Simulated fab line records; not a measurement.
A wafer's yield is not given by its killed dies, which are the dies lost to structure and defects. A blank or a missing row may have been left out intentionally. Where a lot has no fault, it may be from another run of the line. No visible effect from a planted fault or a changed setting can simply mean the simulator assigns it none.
fab line records	flow nand_harc
[record] lots = 14	wafers = 38	last_day = 33
route steps=1302 shown P_STI@98 P_GATE@156 P_CONTACT@247 END@1302
lots that met no fault: from a run of the same line without faults
start_h: start of the lot's first displayed wafer, in hours after the record's first day	wait_h: hours from the lot's prior step to this one	" unchanged from the row above	L1.1+2: a single row standing in for several wafers	- value missing, or start not given	* or withheld: withheld	< > ~ a bound
route shown NAME@n: NAME is a module with steps in the file, n the number in the route of the first one	usual: mean/standard deviation taken from wafers without a fault	same: alike in all rows	chamber/n: place in a boat	sites: each site's reading	_std_site: the standard deviation of these	_edge_site: inner sites' mean taken away from outer sites' mean	radius_mm: how far each site lies from the wafer's centre	mask NAME#n: copy n	behind: the tool/chamber that last shaped the wafer	hold: cause of the lot's hold/its duration in hours/its outcome	device: transistor that didn't switch, given as n, p or np	end of line: tests run on the same wafers once the route is complete	step lacking rows: just its recipe	killed: dies that structure and defects cost at the first sort, which is not the same as the wafer's yield	map: shows each die of a wafer: x if killed, . if not, _ if none is there
set.NAME: the setting the step ran with; set.NAME@STEP: the setting that earlier step ran with	model.NAME: the simulator's own value behind a step, which no gauge read
the route's steps for a sample of lots (tables are steps, rows are wafers)
services: when a tool's chamber went out of use (start_h, in hours from the record's first day, below 0 if earlier), for how many hours, and the reason
[[steps]]
[step NHARC_P_STI_HDPCVD_20]
[recipe] target_thk_a = withheld	sigma_open_frac = withheld	material = SiO2
lot.wafer	tool	chamber	start_h	wait_h
L577.1+6+5	hdpcvd-01	1,0,1	56.46	0.5
L578.2+3+5	hdpcvd-01	1	65.49	0.5
L579.2+4+6	hdpcvd-01	1	75.87	0.4
L580.1+4+3	hdpcvd-01	1,0,1	82.48	0.5
L583.1	hdpcvd-01	0	123.07	0.4
L584.6	hdpcvd-01	0	123.89	1.2
L592.3+4+5	hdpcvd-01	1,0,1	203.66	0.5
L593.2+3+4	hdpcvd-01	1,0,1	212.36	0.5
L594.2+4+6	hdpcvd-01	1,1,0	225.29	0.5
L595.1+3+6	hdpcvd-01	0,1,1	233.22	0.4
L596.1+2+4	hdpcvd-01	0,1,0	246.44	0.4
L597.1+2+6	hdpcvd-01	0,1,1	258.06	0.4
L598.4+3+6	hdpcvd-01	0,1,1	262.39	0.5
L600.4+3+5	hdpcvd-01	0,1,0	279.04	0.5
[step NHARC_P_GATE_ETCHBACK_37]
[recipe] target_depth_a = 345	time_s = 17.2	chf3_flow_sccm = 50	o2_flow_sccm = 10	ar_flow_sccm = 200	rf_w = 500	bias_w = 200	chemistry = CHF3/O2
[usual] chf3_flow_sccm = 49.99/0.14	drypump_motor_current_A = 5.7/0.4	oes_product_au = 0.94/0.035	rf_vpp_V = 370.0/1.8	showerhead_plenum_p_Torr = 2.38/0.076	throttle_valve_pct = 20.573/0.01
lot.wafer	tool	chamber	start_h	wait_h	chf3_flow_sccm	drypump_motor_current_A	oes_product_au	rf_hours_counter_h	rf_vpp_V	showerhead_plenum_p_Torr	throttle_valve_pct
L577.1	rie_diel-11	3	-	-	49.88	5.8	0.99	1.8	372.0	2.39	20.576
L577.6	"	1	"	"	49.88	5.3	0.98	-	370.5	2.40	20.571
L577.5	"	2	"	"	49.83	6.1	0.99	-	371.5	2.46	20.576
L578.2	rie_diel-11	2	-	-	50.12	6.1	0.92	2.5	371.0	2.46	20.582
L578.3	"	1	"	"	50.22	5.4	0.90	2.2	370.9	2.40	20.573
L578.5	"	3	"	"	50.04	5.8	0.92	-	370.8	2.39	20.585
L579.4	rie_diel-11	0	-	-	50.12	5.7	0.93	2.2	368.9	2.38	20.576
L579.2	"	2	"	"	49.81	6.1	0.93	3.5	372.1	2.46	20.576
L579.6	"	3	"	"	49.91	5.8	0.92	-	370.5	2.39	20.579
L580.3	rie_diel-02	0	-	-	50.10	5.8	0.94	3.8	368.9	2.28	20.574
L580.1	"	1	"	"	50.21	5.8	0.92	3.5	372.3	2.46	20.582
L580.4	"	2	"	"	50.07	4.9	0.93	3.5	367.4	2.27	20.563
L584.6	rie_diel-11	0	-	-	49.88	5.7	1.01	-	369.0	2.37	20.582
L583.1	rie_diel-06	2	-	-	50.12	6.2	0.91	2.0	371.0	2.40	20.561
L592.3	rie_diel-06	3	-	-	50.03	6.0	0.93	7.6	373.1	2.53	20.566
L592.4	"	0	"	"	49.63	5.2	0.93	7.7	366.9	2.29	20.568
L592.5	"	3	"	"	50.10	6.0	0.92	-	372.2	2.53	20.560
L593.4	rie_diel-11	1	-	-	50.04	5.3	1.01	0.0	370.1	2.39	20.556
L593.2	"	3	"	"	49.90	5.8	0.99	0.1	370.2	2.38	20.576
L593.3	"	0	"	"	49.91	5.7	0.99	0.0	370.5	2.37	20.589
L594.2	rie_diel-02	1	-	-	49.90	5.8	0.93	3.1	371.5	2.46	20.566
L594.4	"	2	"	"	50.18	4.9	0.94	2.7	367.4	2.27	20.582
L594.6	"	1	"	"	49.92	5.8	0.92	-	371.5	2.46	20.571
L595.3	rie_diel-02	0	-	-	50.13	5.7	0.92	2.6	366.5	2.27	20.575
L595.1	"	1	"	"	49.77	5.8	0.92	3.1	370.6	2.46	20.565
L595.6	"	0	"	"	50.11	5.8	0.92	-	367.8	2.27	20.569
L596.4	rie_diel-11	2	-	-	49.89	6.1	0.97	1.1	371.5	2.46	20.584
L596.2	"	3	"	"	50.10	5.8	0.97	1.2	370.0	2.38	20.565
L596.1	"	0	"	"	50.08	5.7	0.96	1.3	369.4	2.37	20.567
L597.2	rie_diel-02	2	-	-	49.88	4.9	1.01	4.7	368.7	2.27	20.577
L597.1	"	3	"	"	50.11	6.3	0.99	4.5	369.5	2.31	20.569
L597.6	"	0	"	"	49.93	5.7	1.01	-	367.7	2.27	20.547
L598.3	rie_diel-02	2	-	-	50.02	4.9	0.94	5.4	366.9	2.27	20.574
L598.4	"	0	"	"	49.87	5.7	0.95	-	368.6	2.27	20.592
L598.6	"	2	"	"	50.03	4.9	0.94	-	367.7	2.27	20.566
L600.3	rie_diel-02	0	-	-	50.00	5.7	0.92	6.8	368.2	2.27	20.566
L600.4	"	0	"	"	49.79	5.7	0.93	-	368.4	2.27	20.576
L600.5	"	3	"	"	50.09	6.3	0.91	-	368.6	2.31	20.560
[step NHARC_P_GATE_STRIP_111]
[recipe] power_w = 1500	temp_c = 110	time_s = 250	chemistry = N2/H2
[usual] drypump_motor_current_A = 6.0/0.43	heater_power_w = 91/5.1	temp_c = 110.00/0.13
lot.wafer	tool	chamber	start_h	wait_h	drypump_motor_current_A	heater_power_w	rf_hours_counter_h	temp_c
L577.1	plasma_asher-01	0	107.98	0.2	5.7	96	25	109.81
L577.5	"	0	"	"	5.7	95	-	109.92
L577.6	"	1	"	"	5.7	100	-	109.98
L578.2	plasma_asher-01	0	118.25	0.2	5.7	93	28	110.10
L578.3	"	1	"	"	5.7	99	-	109.94
L578.5	"	0	"	"	5.7	94	-	110.01
L579.2	plasma_asher-02	1	133.71	0.2	5.8	89	9	110.11
L579.4	"	0	"	"	6.7	90	-	109.89
L579.6	"	1	"	"	5.8	89	-	110.03
L580.1	plasma_asher-01	1	134.77	0.2	5.7	95	30	110.21
L580.4	"	0	"	"	5.7	93	-	110.07
L580.3	"	1	"	"	5.7	97	-	110.27
L584.6	plasma_asher-01	0	177.70	0.2	5.7	86	-	109.76
L583.1	plasma_asher-02	0	180.53	0.2	6.7	88	18	110.15
L592.3	plasma_asher-01	0	261.15	0.2	5.7	86	-	109.91
L592.4	"	1	"	"	5.7	101	-	110.01
L592.5	"	0	"	"	5.7	87	-	109.97
L593.2	plasma_asher-02	1	272.41	0.2	5.8	88	3	109.98
L593.4	"	0	"	"	6.7	86	-	109.95
L593.3	"	1	"	"	5.9	92	-	110.14
L594.2	plasma_asher-02	0	287.46	0.2	6.7	86	6	110.01
L594.4	"	1	"	"	5.9	89	-	110.04
L594.6	"	1	"	"	5.9	89	-	109.96
L595.1	plasma_asher-01	1	287.94	0.2	5.7	97	26	109.96
L595.3	"	1	"	"	5.7	101	-	109.98
L595.6	"	0	"	"	5.7	85	-	110.03
L596.2	plasma_asher-02	0	299.91	0.2	6.7	87	9	110.01
L596.1	"	1	"	"	5.9	90	9	109.95
L596.4	"	0	"	"	6.7	86	-	110.14
L597.1	plasma_asher-02	1	311.43	0.2	5.9	91	11	110.12
L597.2	"	0	"	"	6.7	86	11	109.84
L597.6	"	0	"	"	6.7	87	-	109.81
L598.3	plasma_asher-01	0	316.93	0.2	5.7	85	-	110.03
L598.4	"	1	"	"	5.6	98	-	109.83
L598.6	"	0	"	"	5.7	85	-	110.15
L600.3	plasma_asher-02	1	342.18	0.2	5.9	92	-	110.29
L600.4	"	0	"	"	6.7	86	-	109.92
L600.5	"	1	"	"	5.8	92	-	110.10
[step NHARC_P_CONTACT_ALD_22]
[recipe] target_thk_a = 30	pulse_time_s = 1	ald_cycles = 150	temp_c = 450	material = TiN
[usual] heater_power_w = 1054/64	precursor_pulse_height_rel = 0.998/0.021
[same] pulse_time_s = 1
lot.wafer	tool	chamber	start_h	wait_h	heater_power_w	precursor_pulse_height_rel
L577.1	ald_metal-01	1	117.47	-	1043	1.011
L577.5	"	1	"	"	1053	0.960
L577.6	"	2	"	"	1033	0.999
L578.2	ald_metal-01	1	127.62	-	1050	0.992
L578.3	"	3	"	"	1161	0.995
L578.5	"	2	"	"	1011	1.028
L579.2	ald_metal-04	1	143.40	-	1026	1.010
L579.4	"	2	"	"	1011	1.005
L579.6	"	0	"	"	1041	1.003
L580.1	ald_metal-01	2	145.46	-	998	0.985
L580.3	"	3	"	"	1153	1.006
L580.4	"	1	"	"	1020	0.976
L584.6	ald_metal-04	3	188.44	-	1034	0.965
L583.1	ald_metal-01	0	190.20	-	1060	0.967
L592.4	ald_metal-01	2	270.68	-	1053	1.046
L592.3	"	0	"	"	1063	1.003
L592.5	"	2	"	"	1033	1.011
L593.4	ald_metal-04	0	281.95	-	1031	1.003
L593.2	"	2	"	"	1059	1.020
L593.3	"	3	"	"	1067	0.999
L594.2	ald_metal-02	0	297.16	-	877	1.029
L594.4	"	1	"	"	926	0.974
L594.6	"	0	"	"	899	1.015
L595.3	ald_metal-01	1	297.59	-	1058	0.995
L595.1	"	2	"	"	1058	0.975
L595.6	"	1	"	"	1004	0.988
L596.1	ald_metal-02	1	309.65	-	956	1.015
L596.4	"	2	"	"	1090	1.023
L596.2	"	3	"	"	1024	1.000
L597.1	ald_metal-02	1	321.03	-	960	1.011
L597.2	"	2	"	"	1095	1.016
L597.6	"	1	"	"	961	0.985
L598.3	ald_metal-01	3	326.45	-	1149	0.975
L598.4	"	1	"	"	1047	0.973
L598.6	"	3	"	"	1149	1.011
L600.4	ald_metal-04	1	352.11	-	984	0.991
L600.3	"	3	"	"	1174	1.010
L600.5	"	1	"	"	979	0.982
[step NHARC_END_SORT_01]
[recipe] temp_c = 25
[usual] killed_at_array = 50/16	killed_at_other = 0.8/1	killed_at_periphery = 4/3.1	killed_dies = 54/16	killed_open = 3.2/2	killed_short = 2.5/1.6
[same] gross_dies = 677
lot.wafer	tool	chamber	start_h	wait_h	killed_at_array	killed_at_other	killed_at_periphery	killed_dies	killed_open	killed_short
L583.1	prober-01	0	633.54	2.5	49	0	15	64	4	1
L584.6	prober-02	0	640.57	4.0	58	1	10	69	1	8
// killed by level:class
L583.1 A_CHANNEL_HOLE_D2:chamber_film_flake=25 P_STI:unspecified=10 A_CHANNEL_HOLE_D1:chamber_film_flake=8 A_CHANNEL_FILL_D2:chamber_film_flake=4 A_CONTACT:chamber_film_flake=3 P_CONTACT:chamber_film_flake=2 A_DECK1_JOINT:chamber_film_flake=2 A_STAIRCASE:chamber_film_flake=2
L584.6 A_CHANNEL_HOLE_D1:chamber_film_flake=32 A_CHANNEL_HOLE_D2:chamber_film_flake=10 P_STI:unspecified=9 A_WL_FILL:chamber_film_flake=2 A_CONTACT:chamber_film_flake=2 A_DECK1_JOINT:chamber_film_flake=2 P_CONTACT:geometric_particle:short=1 A_CHANNEL_FILL_D1:geometric_particle:short=1
[[services]]
tool	chamber	start_h	hours	kind
rie_diel-02	-	39.70	9.0	pm
plasma_asher-01	-	51.59	2.5	repair
ald_metal-01	0	66.60	16.7	repair
plasma_asher-01	-	68.15	2.4	repair
plasma_asher-02	-	72.00	9.0	pm
rie_diel-11	-	78.50	9.0	pm
plasma_asher-01	-	82.72	2.2	repair
plasma_asher-02	-	92.52	6.0	repair
rie_diel-11	-	93.64	0.7	repair
plasma_asher-02	-	111.08	0.4	repair
plasma_asher-02	-	147.42	0.9	repair
plasma_asher-01	-	165.00	9.0	pm
ald_metal-01	-	170.00	10.0	pm
rie_diel-02	-	172.49	22.2	repair
hdpcvd-01	-	179.06	2.3	repair
hdpcvd-01	-	185.67	13.0	pm
rie_diel-02	-	216.70	9.0	pm
plasma_asher-01	-	219.38	1.6	repair
plasma_asher-02	-	249.00	9.0	pm
rie_diel-02	3	295.07	3.0	repair
rie_diel-02	2	303.98	4.1	repair
rie_diel-02	2	340.26	21.9	repair
plasma_asher-01	-	342.00	9.0	pm
ald_metal-01	-	348.00	10.0	pm
[[key]]
[first_sign] step = NHARC_END_SORT_01	reading = killed_at_periphery	direction = up	sigmas = 2.8	usual = 4	struck = 12
effect none on later readings
met_at NHARC_P_STI_HDPCVD_20
struck_lots L583,L584
struck_wafers L583.1,L584.6
tester_left_out L583,L584
not_acting_at NHARC_P_GATE_ETCHBACK_37,NHARC_P_GATE_STRIP_111,NHARC_P_CONTACT_ALD_22
onset_between 82.48 123.07
[fault] kind = chamber_particle_source	tool = hdpcvd-01	chamber = 0	onset_h = 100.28	steps = NHARC_P_STI_HDPCVD_20	rate_per_visit_cm2 = 0.014781	end_h = 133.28
// tester_left_out: of these lots the tester's yield and bins aren't shown, on N5 and GAA mostly nor the transistor test; their killed dies are dies lost to structure and defects alone, not to doping, threshold or leakage, so they don't give the yield
